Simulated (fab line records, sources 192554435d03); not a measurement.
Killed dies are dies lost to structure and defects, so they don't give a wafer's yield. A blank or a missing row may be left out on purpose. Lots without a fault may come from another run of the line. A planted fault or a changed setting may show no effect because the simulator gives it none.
Which tool did it? | flow n5_finfet | 12 lots, 36 wafers sampled, at 1 step of a route of 1938

WHAT THE GAUGES READ, wafer by wafer
N5_BEOL_M1_CD_MEAS_35: target cd 18 nm, target cd y 21 nm.
lot  | measured     | on        | cd_nm (nm)
L075 | day 6 16:12  | cd_sem-01 | 18.3 17.3 17.9
L078 | day 7 11:29  | cd_sem-03 | 17.9 18.2 18.1
L077 | day 7 21:52  | cd_sem-03 | 18.4 17.9 18.0
L080 | day 7 22:14  | cd_sem-01 | 18.0 17.4 17.9
L083 | day 8 13:27  | cd_sem-01 | 17.9 18.0 17.4
L085 | day 9 07:56  | cd_sem-01 | 17.9 18.7 18.4
L087 | day 9 15:13  | cd_sem-01 | 17.3 17.3 17.7
L089 | day 10 13:25 | cd_sem-02 | 18.0 17.7 17.8
L090 | day 10 19:01 | cd_sem-03 | 18.6 18.6 18.4
L092 | day 11 06:05 | cd_sem-03 | 18.3 18.8 18.3
L095 | day 11 15:08 | cd_sem-03 | 17.0 17.7 17.4
L096 | day 12 07:55 | cd_sem-03 | 17.5 17.3 17.4

WHICH TOOL RAN EACH LOT (tool, then ch and the chambers of the sampled wafers, then the start)
The record holds no process step before these readings.

THE ANSWER, worked out from the rows above alone
Rule: what is usual is taken from the lots themselves. Put in order of their means at a reading, lots are off if they are a third of the lots or fewer, leave a main group of 4 or more, and stand apart from it by a gap of 3 or more times the standard deviation of the main group's means; of several such gaps the widest counts. A main group whose means are all the same, to the digits that the tables above print for the reading, isn't used. A lot without any number at a reading at which 4 lots or more have one is off too. The other lots that the step has rows for count as sound.
No lot is off at any reading shown: from this, nothing can be told.

WHAT THE SIMULATOR HAD PUT IN
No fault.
